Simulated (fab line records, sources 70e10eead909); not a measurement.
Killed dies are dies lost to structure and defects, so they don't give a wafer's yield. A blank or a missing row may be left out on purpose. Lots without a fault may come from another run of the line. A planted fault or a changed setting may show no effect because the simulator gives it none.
fab line records | flow nand_harc
record lots=13 wafers=37 last_day=33
route steps=1302 shown A_STAIRCASE@740 END@1302
lots that met no fault: from a run of the same line without faults
start_h: hours from the record's first day to the start of the lot's first wafer shown | wait_h: hours since the lot's step before | " the same as in the row above | L1.1+2: a row that stands for several wafers | - no value, or no start given | * or withheld: withheld | < > ~ a bound
route shown NAME@n: a module of which the file shows steps, and the number in the route of the first | usual: mean/standard deviation of fault-free wafers | same: alike in all rows | chamber/n: place in a boat | sites: the reading at each site | _std_site: their standard deviation | _edge_site: outer sites' mean less inner sites' | radius_mm: how far each site lies from the wafer's centre | mask NAME#n: copy n | behind: the tool/chamber that last shaped the wafer | hold: why the lot was held/for how many hours/how that ended | device: the transistor (n, p or np) that didn't switch | end of line: the same wafers' tests at the end of the route | a step without rows: its recipe alone | killed: dies lost to structure and defects at the first sort, not the wafer's yield | map: a wafer's dies, x killed, . not, _ none there
set.NAME: the setting as run; set.NAME@STEP: as run at that earlier step | model.NAME: the simulator's own value behind a step, which no gauge read
steps of the route over a sample of lots; a table a step, a row a wafer
services: from which hour (start_h, from the record's first day; less than 0 if before it) a tool's chamber was out of use, for how many hours, and why
## steps
# step NHARC_A_STAIRCASE_TRIM_226
# recipe time_s=211.2 o2_flow_sccm=500 ar_flow_sccm=0 bias_w=0 chemistry=O2
# usual drypump_motor_current_A=5.7/0.61 oes_product_au=1.001/0.0072 rf_vpp_V=57.7/0.92 showerhead_plenum_p_Torr=3.50/0.15 throttle_valve_pct=17.037/0.0081
# columns lot.wafer tool chamber start_h wait_h drypump_motor_current_A oes_product_au rf_hours_counter_h rf_vpp_V showerhead_plenum_p_Torr throttle_valve_pct
L677.3 rie_diel-12 1 - - 4.8 1.007 22 56.8 3.50 17.045
L677.1 " 2 " " 6.5 1.015 22 57.5 3.39 17.040
L677.6 " 1 " " 4.8 0.998 - 57.7 3.50 17.028
L678.3 rie_diel-09 1 - - 5.5 1.015 17 56.4 3.29 17.039
L678.4 " 2 " " 5.8 0.984 14 59.7 3.59 17.037
L678.2 " 0 " " 5.2 0.991 20 57.4 3.51 17.020
L680.4 rie_diel-09 3 - - 6.5 0.995 21 58.2 3.66 17.033
L680.1 " 0 " " 5.2 1.001 23 58.2 3.51 17.042
L680.5 " 2 " " 5.8 0.989 - 58.7 3.59 17.036
L681.2 rie_diel-13 3 - - 5.0 0.997 13 57.1 3.66 17.040
L681.3 " 0 " " 6.5 1.013 12 56.9 3.37 17.042
L681.5 " 3 " " 5.1 0.999 - 58.0 3.66 17.029
L679.1 rie_diel-09 0 - - 5.2 0.997 35 56.6 3.50 17.037
L679.2 " 1 " " 5.5 1.005 31 55.3 3.28 17.040
L679.3 " 3 " " 6.5 0.994 31 59.2 3.65 17.042
L683.1 rie_diel-13 3 - - 5.0 0.997 28 57.0 3.65 17.048
L683.5 " 2 " " 5.8 1.004 - 56.1 3.37 17.043
L685.4 rie_diel-09 2 - - 5.8 0.990 35 59.0 3.58 17.036
L685.6 " 0 " " 5.2 0.991 - 57.7 3.50 17.040
L687.1 rie_diel-12 1 - - 4.8 1.006 5 57.6 3.47 17.037
L687.5 " 1 " " 4.8 1.004 - 57.7 3.47 17.036
L687.4 " 2 " " 6.4 1.009 - 56.3 3.37 17.036
L691.4 rie_diel-13 0 - - 6.5 0.997 63 56.9 3.34 17.059
L691.3 " 1 " " 5.3 0.994 58 58.1 3.47 17.036
L691.6 " 3 " " 5.0 0.992 - 59.0 3.63 17.044
L695.2 rie_diel-12 1 - - 4.8 1.001 33 59.4 3.46 17.044
L695.4 " 2 " " 6.4 0.997 32 58.1 3.35 17.038
L695.6 " 1 " " 4.8 0.996 - 58.6 3.46 17.023
L698.4 rie_diel-12 2 - - 6.4 1.008 36 58.6 3.35 17.028
L698.1 " 0 " " 5.0 1.001 34 59.9 3.79 17.039
L698.5 " 3 " " 6.3 0.992 - 58.4 3.70 17.035
L696.1 rie_diel-12 0 - - 5.0 0.994 38 58.1 3.79 17.037
L696.5 " 2 " " 6.4 1.009 - 59.3 3.35 17.044
L696.6 " 3 " " 6.3 0.998 - 57.3 3.69 17.037
L700.2 rie_diel-12 1 - - 4.8 0.997 47 57.5 3.45 17.040
L700.1 " 0 " " 5.0 0.994 42 57.4 3.78 17.037
L700.6 " 2 " " 6.4 1.009 - 57.2 3.35 17.042
# step NHARC_A_STAIRCASE_ETCH_227
# recipe target_depth_a=1000 time_s=40.5 ion_energy_ev=400 c4f8_flow_sccm=20 o2_flow_sccm=10 ar_flow_sccm=withheld rf_w=600 bias_w=1000 chemistry=C4F8/O2
# usual oes_product_au=0.946/0.0081 rf_vpp_V=895/5.7
# columns lot.wafer tool chamber start_h wait_h oes_product_au rf_hours_counter_h rf_vpp_V
L677.3 rie_diel-12 0 - - 0.948 28 884
L677.1 " 1 " " 0.935 22 895
L677.6 " 3 " " 0.949 - 904
L678.3 rie_diel-09 2 - - 0.938 15 897
L678.2 " 3 " " 0.944 17 900
L678.4 " 1 " " 0.941 17 887
L680.1 rie_diel-09 0 - - 0.944 23 894
L680.4 " 3 " " 0.942 21 900
L680.5 " 1 " " 0.942 - 887
L681.2 rie_diel-13 0 - - 0.958 12 890
L681.3 " 1 " " 0.952 11 895
L681.5 " 1 " " 0.959 - 895
L679.2 rie_diel-09 3 - - 0.959 31 899
L679.3 " 0 " " 0.937 35 897
L679.1 " 1 " " 0.951 31 885
L683.1 rie_diel-13 1 - - 0.948 25 896
L683.5 " 2 " " 0.949 - 891
L685.4 rie_diel-09 1 - - 0.940 42 887
L685.6 " 1 " " 0.937 - 886
L687.1 rie_diel-12 1 - - 0.948 5 895
L687.4 " 2 " " 0.951 - 891
L687.5 " 1 " " 0.942 - 893
L691.3 rie_diel-13 1 - - 0.946 58 894
L691.4 " 2 " " 0.935 57 889
L691.6 " 2 " " 0.943 - 890
L695.2 rie_diel-12 1 - - 0.952 33 894
L695.4 " 2 " " 0.948 32 891
L695.6 " 0 " " 0.949 - 906
L698.4 rie_diel-12 2 - - 0.941 36 889
L698.1 " 3 " " 0.945 34 901
L698.5 " 2 " " 0.957 - 889
L696.1 rie_diel-12 2 - - 0.953 41 889
L696.6 " 3 " " 0.942 - 902
L696.5 " 0 " " 0.946 - 905
L700.2 rie_diel-12 3 - - 0.930 41 902
L700.1 " 2 " " 0.935 44 889
L700.6 " 3 " " 0.931 - 901
# step NHARC_A_STAIRCASE_TRIM_231
# recipe time_s=211.2 o2_flow_sccm=500 ar_flow_sccm=0 bias_w=0 chemistry=O2
# usual drypump_motor_current_A=5.7/0.6 oes_product_au=1.001/0.007 rf_vpp_V=57.7/0.9 showerhead_plenum_p_Torr=3.52/0.15 throttle_valve_pct=17.038/0.008
# columns lot.wafer tool chamber start_h wait_h drypump_motor_current_A oes_product_au rf_hours_counter_h rf_vpp_V showerhead_plenum_p_Torr throttle_valve_pct
L677.3 rie_diel-13 1 - - 5.3 1.003 2 58.8 3.50 17.027
L677.1 " 3 " " 5.0 0.984 4 58.8 3.67 17.033
L677.6 " 2 " " 5.8 1.005 - 57.1 3.38 17.046
L678.3 rie_diel-13 1 - - 5.2 1.010 6 59.0 3.50 17.041
L678.2 " 3 " " 5.0 1.002 8 56.7 3.66 17.021
L678.4 " 1 " " 5.2 1.007 - 57.8 3.50 17.046
L680.1 rie_diel-09 2 - - 5.8 1.002 19 57.2 3.58 17.037
L680.4 " 3 " " 6.5 1.003 21 57.1 3.66 17.048
L680.5 " 2 " " 5.8 1.003 - 58.2 3.59 17.019
L681.3 rie_diel-13 2 - - 5.7 1.009 10 55.7 3.38 17.052
L681.2 " 3 " " 5.0 1.008 13 57.0 3.66 17.039
L681.5 " 2 " " 5.7 1.006 - 57.4 3.38 17.025
L679.3 rie_diel-09 0 - - 5.2 0.999 35 55.6 3.50 17.036
L679.2 " 1 " " 5.5 1.004 31 57.2 3.28 17.038
L679.1 " 3 " " 6.5 0.992 31 57.1 3.65 17.045
L683.1 rie_diel-09 2 - - 5.8 1.002 28 58.5 3.58 17.042
L683.5 " 2 " " 5.7 0.995 - 57.2 3.58 17.041
L685.4 rie_diel-09 2 - - 5.8 0.995 35 58.4 3.58 17.031
L685.6 " 3 " " 6.5 1.003 - 57.8 3.65 17.034
L687.1 rie_diel-13 1 - - 5.2 1.006 42 58.4 3.48 17.037
L687.4 " 2 " " 5.7 1.016 38 55.6 3.36 17.032
L687.5 " 3 " " 5.0 0.996 - 57.9 3.65 17.023
L691.4 rie_diel-09 0 - - 5.2 0.997 3 58.0 3.49 17.046
L691.3 " 1 " " 5.5 1.003 3 57.9 3.81 17.045
L691.6 " 0 " " 5.2 0.988 - 57.5 3.49 17.041
L695.4 rie_diel-09 2 - - 5.8 0.999 11 57.6 3.56 17.033
L695.2 " 3 " " 6.5 1.003 13 57.4 3.63 17.035
L695.6 " 0 " " 5.2 0.979 - 58.2 3.48 17.028
L698.1 rie_diel-12 0 - - 5.0 1.007 34 58.1 3.79 17.039
L698.4 " 2 " " 6.4 0.995 36 58.5 3.35 17.043
L698.5 " 3 " " 6.3 0.991 - 58.1 3.70 17.034
L696.1 rie_diel-13 1 - - 5.3 0.999 19 57.2 3.46 17.038
L696.6 " 3 " " 5.0 0.998 - 58.4 3.62 17.042
L696.5 " 0 " " 6.4 0.992 - 56.8 3.33 17.048
L700.1 rie_diel-09 0 - - 5.2 0.997 27 58.0 3.47 17.031
L700.2 " 2 " " 5.8 1.004 25 58.4 3.55 17.028
L700.6 " 3 " " 6.5 1.007 - 58.1 3.62 17.033
# step NHARC_A_STAIRCASE_ETCH_234
# recipe target_depth_a=1000 time_s=40.5 ion_energy_ev=400 c4f8_flow_sccm=20 o2_flow_sccm=10 ar_flow_sccm=withheld rf_w=600 bias_w=1000 chemistry=C4F8/O2
# usual oes_product_au=0.947/0.01 rf_vpp_V=895/5.7
# columns lot.wafer tool chamber start_h wait_h oes_product_au rf_hours_counter_h rf_vpp_V
L677.1 rie_diel-13 1 356.37 - 0.938 2 895
L677.3 " 3 " " 0.956 4 901
L677.6 " 1 " " 0.946 - 894
L678.2 rie_diel-13 0 366.37 - 0.957 8 889
L678.3 " 3 " " 0.948 8 901
L678.4 " 1 " " 0.958 - 895
L680.4 rie_diel-09 1 385.35 - 0.951 21 887
L680.1 " 2 " " 0.933 19 897
L680.5 " 1 " " 0.941 - 887
L681.2 rie_diel-13 2 386.06 - 0.948 10 891
L681.3 " 3 " " 0.949 14 900
L681.5 " 2 " " 0.948 - 891
L679.3 rie_diel-09 2 408.40 - 0.945 27 896
L679.2 " 3 " " 0.936 31 901
L679.1 " 0 " " 0.936 35 894
L683.1 rie_diel-09 1 417.16 - 1.102 34 885
L683.5 " 2 " " 0.932 - 897
L685.4 rie_diel-09 2 439.57 - 0.938 35 898
L685.6 " 0 " " 1.109 - 894
L687.1 rie_diel-13 1 467.68 - 0.953 42 894
L687.4 " 3 " " 0.939 41 900
L687.5 " 2 " " 0.969 - 891
L691.3 rie_diel-09 0 518.21 - 0.938 3 896
L691.4 " 1 " " 0.953 3 906
L691.6 " 1 " " 0.962 - 906
L695.2 rie_diel-09 1 549.57 - 0.958 15 906
L695.4 " 3 " " 0.958 13 899
L695.6 " 0 " " 0.941 - 895
L698.1 rie_diel-12 2 566.27 - 0.947 36 891
L698.4 " 0 " " 0.943 35 905
L698.5 " 2 " " 0.946 - 891
L696.1 rie_diel-13 1 577.82 - 0.948 19 892
L696.5 " 0 " " 0.933 - 888
L696.6 " 1 " " 0.936 - 893
L700.1 rie_diel-09 3 589.70 - 0.943 27 901
L700.2 " 0 " " 0.945 27 895
L700.6 " 2 " " 0.962 - 896
# step NHARC_END_SORT_01
# recipe temp_c=25
# usual killed_at_array=52/16 killed_at_other=0.8/1.1 killed_at_periphery=4.2/2.5 killed_dies=57/16 killed_open=3.4/2 killed_short=2.6/1.6
# same gross_dies=677
# columns lot.wafer tool chamber start_h wait_h killed_at_array killed_at_other killed_at_periphery killed_dies killed_open killed_short
L683.1 prober-01 0 612.03 2.5 673 1 2 676 4 0
L683.5 prober-01 0 615.22 3.7 19 0 3 22 2 5
L685.4 prober-02 0 636.68 3.4 42 5 4 51 3 2
L685.6 prober-02 0 638.26 4.0 667 4 5 676 7 6
L687.1 prober-02 0 668.62 2.5 43 0 8 51 1 1
L687.4 prober-02 0 670.98 3.4 49 1 7 57 5 1
L687.5 prober-02 0 671.76 3.7 51 2 4 57 3 2
# killed by level:class
L683.1 A_STAIRCASE:area_etch=653 A_CHANNEL_HOLE_D2:chamber_film_flake=11 A_CHANNEL_HOLE_D1:chamber_film_flake=2 A_STAIRCASE:chamber_film_flake=2 P_GATE:geometric_particle:open=1 A_CHANNEL_HOLE_D1:geometric_particle:open=1 A_CHANNEL_FILL_D1:geometric_particle:open=1 A_WL_FILL:geometric_particle:open=1
L683.5 A_CHANNEL_HOLE_D2:chamber_film_flake=7 A_CHANNEL_FILL_D1:geometric_particle:short=3 P_ZERO_WELL:chamber_film_flake=2 A_CHANNEL_FILL_D2:chamber_film_flake=2 A_STAIRCASE:chamber_film_flake=2 P_CONTACT:geometric_particle:short=1 A_ONON_D1:geometric_particle:short=1 A_ONON_D1:geometric_particle:open=1
L685.4 A_CHANNEL_HOLE_D1:chamber_film_flake=18 A_CHANNEL_HOLE_D2:chamber_film_flake=8 THIN_TSV:chamber_film_flake=5 A_CONTACT:chamber_film_flake=4 A_STAIRCASE:chamber_film_flake=4 P_GATE:geometric_particle:open=2 P_STI:chamber_film_flake=2 A_SLIT:chamber_film_flake=2
L685.6 A_STAIRCASE:area_etch=622 A_CHANNEL_HOLE_D1:chamber_film_flake=20 A_CHANNEL_HOLE_D2:chamber_film_flake=8 A_STAIRCASE:chamber_film_flake=4 THIN_TSV:chamber_film_flake=4 A_CHANNEL_FILL_D1:chamber_film_flake=3 A_CHANNEL_FILL_D2:geometric_particle:short=2 A_BLC:geometric_particle:open=2
L687.1 A_CHANNEL_HOLE_D1:chamber_film_flake=20 A_CONTACT:chamber_film_flake=8 P_BONDPAD:chamber_film_flake=6 A_CHANNEL_HOLE_D2:chamber_film_flake=5 A_CHANNEL_FILL_D2:chamber_film_flake=3 A_SLIT:chamber_film_flake=3 P_M2:geometric_particle:short=1 A_WL_FILL:geometric_particle:open=1
L687.4 A_CHANNEL_HOLE_D1:chamber_film_flake=37 P_CONTACT:chamber_film_flake=3 P_BONDPAD:chamber_film_flake=2 A_CHANNEL_HOLE_D2:chamber_film_flake=2 A_CHANNEL_FILL_D2:chamber_film_flake=2 P_M0:geometric_particle:open=1 P_M1:geometric_particle:open=1 A_ONON_D1:geometric_particle:open=1
L687.5 A_CHANNEL_HOLE_D1:chamber_film_flake=29 P_BONDPAD:chamber_film_flake=4 A_STAIRCASE:chamber_film_flake=4 A_CONTACT:chamber_film_flake=4 A_CHANNEL_HOLE_D2:chamber_film_flake=3 A_CHANNEL_FILL_D2:chamber_film_flake=3 A_SLIT:chamber_film_flake=3 THIN_TSV:chamber_film_flake=2
## services
# columns tool chamber start_h hours kind
rie_diel-13 - 334.71 0.5 repair
rie_diel-12 1 339.56 4.2 repair
rie_diel-13 - 342.05 9.0 pm
rie_diel-09 0 356.06 - clean
rie_diel-09 1 356.06 - clean
rie_diel-09 2 356.06 - clean
rie_diel-09 3 356.06 - clean
rie_diel-13 2 361.68 7.6 repair
rie_diel-09 0 380.56 - clean
rie_diel-09 1 380.56 - clean
rie_diel-09 2 380.56 - clean
rie_diel-09 3 380.56 - clean
rie_diel-09 0 405.08 - clean
rie_diel-09 1 405.08 - clean
rie_diel-09 2 405.08 - clean
rie_diel-09 0 415.18 2.8 repair
rie_diel-12 - 446.40 9.0 pm
rie_diel-12 0 465.41 9.0 repair
rie_diel-09 - 497.46 9.0 pm
rie_diel-13 - 519.05 9.0 pm
rie_diel-13 - 541.96 0.2 repair
rie_diel-09 - 572.15 0.2 repair
rie_diel-09 1 573.14 4.5 repair
rie_diel-12 3 581.97 1.5 repair
## key
first_sign step=NHARC_A_STAIRCASE_ETCH_234 reading=oes_product_au direction=up sigmas=16 usual=0.947 struck=1.105
effect step=NHARC_END_SORT_01 reading=killed_at_array direction=up sigmas=39 usual=52 struck=670
more_kills_born_at NHARC_A_STAIRCASE_ETCH_234@rie_diel-09=1275
met_at NHARC_A_STAIRCASE_ETCH_234
struck_lots L683,L685
struck_wafers L683.1,L685.6
later_rows_left_out L683.1,L685.6
tester_left_out L683,L685
not_acting_at NHARC_A_STAIRCASE_TRIM_226,NHARC_A_STAIRCASE_ETCH_227,NHARC_A_STAIRCASE_TRIM_231
onset_between 408.40 417.16
fault kind=process_parameter_drift tool=rie_diel-09 chamber=- onset_h=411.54 steps=NHARC_A_STAIRCASE_ETCH_234 channel=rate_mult offset=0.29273 shape=step end_h=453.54 scope=struck_wafers_only
# tester_left_out: of these lots the tester's yield and bins aren't shown, on N5 and GAA mostly nor the transistor test; their killed dies are dies lost to structure and defects alone, not to doping, threshold or leakage, so they don't give the yield
# later_rows_left_out: the simulator's readings of these wafers behind a module that went badly wrong aren't trusted and aren't shown, but for the sort
